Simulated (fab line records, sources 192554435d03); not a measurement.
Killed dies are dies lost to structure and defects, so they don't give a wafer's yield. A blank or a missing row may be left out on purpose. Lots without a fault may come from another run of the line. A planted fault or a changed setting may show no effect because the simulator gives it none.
Chamber matching | flow n5_finfet | N5_BEOL_M2_ALD_98 on ald_sin-03: 4 sister chambers
The step deposits SiO2, target thk 2.5 nm, pulse time 1 s, co reactant pulse time 1 s. 14 wafers are shown with their chamber, then 7 later ones without.

WAFERS WITH THEIR CHAMBER
wafer  | chamber | heater_power_w (W) | precursor_pulse_height_rel
L077.1 | 2       | 74                 | 0.968
L077.5 | 3       | 69                 | 1.030
L077.6 | 0       | 84                 | 0.997
L083.1 | 0       | 80                 | 0.982
L083.2 | 1       | 79                 | 1.017
L083.5 | 3       | 68                 | 1.022
L081.1 | 1       | 80                 | 1.038
L081.2 | 3       | 66                 | 0.955
L081.5 | 0       | 80                 | 1.007
L090.1 | 2       | 70                 | 1.023
L090.4 | 0       | 82                 | 1.037
L090.5 | 0       | 82                 | 0.973
L088.1 | 2       | 69                 | 0.984
L088.2 | 1       | 76                 | 1.016

SIGNATURES (means of the wafers above)
reading                    | chamber 0 | chamber 1 | chamber 2 | chamber 3 | scatter within a chamber
heater_power_w             | 81.60     | 78.33     | 71.00     | 67.67     | 1.96
precursor_pulse_height_rel | 0.99920   | 1.02367   | 0.99167   | 1.00233   | 0.0279
Rule: a wafer's distance from a chamber is the root of the sum, over the readings, of the square of ((its reading less the chamber's mean) divided by the reading's scatter). The wafer belongs to the nearest chamber; if the next one is less than 2 further off, it can't be placed. The scatter: the root of (the sum of the squares of (reading less its chamber's mean) over the shown wafers, divided by (wafers less chambers)).

WAFERS WITHOUT THEIR CHAMBER
wafer  | heater_power_w (W) | precursor_pulse_height_rel
L088.3 | 81                 | 1.029
L096.1 | 79                 | 0.966
L096.3 | 67                 | 1.007
L096.5 | 66                 | 0.981
L097.2 | 79                 | 0.998
L097.4 | 70                 | 0.990
L097.6 | 69                 | 0.973

WHICH CHAMBER EACH WENT THROUGH
wafer  | from the rows above     | in truth
L088.3 | can't be placed: 0 or 1 | 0
L096.1 | can't be placed: 0 or 1 | 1
L096.3 | can't be placed: 3 or 2 | 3
L096.5 | can't be placed: 3 or 2 | 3
L097.2 | can't be placed: 1 or 0 | 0
L097.4 | can't be placed: 2 or 3 | 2
L097.6 | can't be placed: 2 or 3 | 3
Placed correctly: 0 of 7. Can't be placed from these rows: 7 (the true chamber is among the candidates in 7). Placed wrongly: 0.
